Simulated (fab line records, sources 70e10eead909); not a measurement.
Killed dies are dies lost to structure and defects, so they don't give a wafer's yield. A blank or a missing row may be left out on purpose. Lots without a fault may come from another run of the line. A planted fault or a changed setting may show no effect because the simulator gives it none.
Chamber matching | flow nand_harc | NHARC_P_BONDPAD_CMP_19 on cmp-03: 4 sister chambers
The step polishes, t overpolish 30 s, cu recess touch 16 s, target thk 160.81 nm. 18 wafers are shown with their chamber, then 9 later ones without.

WAFERS WITH THEIR CHAMBER
wafer  | chamber | motor_current_A (A) | overpolish_run_s (s)
L075.1 | 3       | 11.8                | 30.021
L075.2 | 0       | 11.9                | 29.994
L075.4 | 1       | 11.0                | 30.003
L081.4 | 2       | 12.9                | 30.000
L081.5 | 3       | 11.2                | 30.002
L081.6 | 0       | 11.7                | 29.996
L084.1 | 2       | 12.3                | 29.985
L084.2 | 3       | 11.0                | 30.004
L084.4 | 1       | 10.6                | 29.984
L085.3 | 2       | 13.7                | 29.980
L085.4 | 1       | 10.3                | 29.996
L085.6 | 0       | 12.0                | 30.002
L091.2 | 2       | 11.9                | 29.995
L091.4 | 3       | 11.4                | 30.007
L091.6 | 0       | 12.6                | 29.996
L092.2 | 2       | 13.0                | 29.992
L092.3 | 3       | 11.9                | 29.995
L092.5 | 0       | 12.1                | 30.001

SIGNATURES (means of the wafers above)
reading          | chamber 0 | chamber 1 | chamber 2 | chamber 3 | scatter within a chamber
motor_current_A  | 12.060    | 10.633    | 12.760    | 11.460    | 0.478
overpolish_run_s | 29.99780  | 29.99433  | 29.99040  | 30.00580  | 0.00781
Rule: a wafer's distance from a chamber is the root of the sum, over the readings, of the square of ((its reading less the chamber's mean) divided by the reading's scatter). The wafer belongs to the nearest chamber; if the next one is less than 2 further off, it can't be placed. The scatter: the root of (the sum of the squares of (reading less its chamber's mean) over the shown wafers, divided by (wafers less chambers)).

WAFERS WITHOUT THEIR CHAMBER
wafer  | motor_current_A (A) | overpolish_run_s (s)
L094.2 | 11.8                | 29.998
L094.5 | 13.0                | 29.993
L094.6 | 10.4                | 30.002
L095.3 | 13.1                | 30.004
L095.5 | 12.0                | 30.003
L095.6 | 12.7                | 30.001
L097.3 | 12.1                | 30.007
L097.5 | 12.5                | 29.999
L097.6 | 10.5                | 30.003

WHICH CHAMBER EACH WENT THROUGH
wafer  | from the rows above               | in truth
L094.2 | can't be placed: 0 or 3 or 2 or 1 | 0
L094.5 | can't be placed: 2 or 0           | 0
L094.6 | can't be placed: 1 or 3           | 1
L095.3 | can't be placed: 2 or 0 or 3      | 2
L095.5 | can't be placed: 0 or 3 or 2      | 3
L095.6 | can't be placed: 2 or 0 or 3      | 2
L097.3 | can't be placed: 0 or 3 or 2      | 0
L097.5 | can't be placed: 0 or 2 or 3      | 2
L097.6 | can't be placed: 1 or 3           | 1
Placed correctly: 0 of 9. Can't be placed from these rows: 9 (the true chamber is among the candidates in 9). Placed wrongly: 0.
